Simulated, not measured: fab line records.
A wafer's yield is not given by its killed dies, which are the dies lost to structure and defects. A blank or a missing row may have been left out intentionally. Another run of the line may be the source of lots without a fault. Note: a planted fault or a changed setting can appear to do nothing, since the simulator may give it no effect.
Matching of chambers / flow nand harc / NHARC_A_CHANNEL_FILL_D1_ALD_14 on ald hk-02: 4 sister chambers
The step deposits SiO2, target thk 2.5 nm, pulse time 10 s, ald cycles 25. 4 wafers are shown with their chamber, then 8 later ones without.

WAFERS WITH THEIR CHAMBER
wafer=L836.4; chamber=3; heater power w (W)=465
wafer=L839.1; chamber=1; heater power w (W)=434
wafer=L839.5; chamber=2; heater power w (W)=527
wafer=L849.1; chamber=0; heater power w (W)=469

WAFERS WHOSE CHAMBER IS MISSING
wafer=L849.3; heater power w (W)=518
wafer=L849.5; heater power w (W)=466
wafer=L848.2; heater power w (W)=426
wafer=L848.5; heater power w (W)=524
wafer=L848.6; heater power w (W)=430
wafer=L847.4; heater power w (W)=443
wafer=L847.5; heater power w (W)=434
wafer=L847.6; heater power w (W)=460

EACH ONE'S CHAMBER
wafer=L849.3; from the rows above=2; in truth=2
wafer=L849.5; from the rows above=can't be placed: 3 or 0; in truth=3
wafer=L848.2; from the rows above=1; in truth=1
wafer=L848.5; from the rows above=2; in truth=2
wafer=L848.6; from the rows above=1; in truth=1
wafer=L847.4; from the rows above=1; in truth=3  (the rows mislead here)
wafer=L847.5; from the rows above=1; in truth=1
wafer=L847.6; from the rows above=can't be placed: 3 or 0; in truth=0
Correctly placed: 5 of 8. From these rows, 2 cannot be placed; in 2 the true chamber is one of the candidates. Number placed wrongly: 1.
How it was worked out, from the rows above alone: a wafer's distance from a chamber is the root of the sum, over the readings, of the square of ((its reading less the chamber's mean) divided by the reading's scatter). The wafer belongs to the nearest chamber; if the next one is less than 2 further off, it can't be placed. A chamber's mean is the mean of its shown wafers. The scatter: root of mean squared gap, hidden wafer to nearest shown wafer, with one shown wafer a chamber.
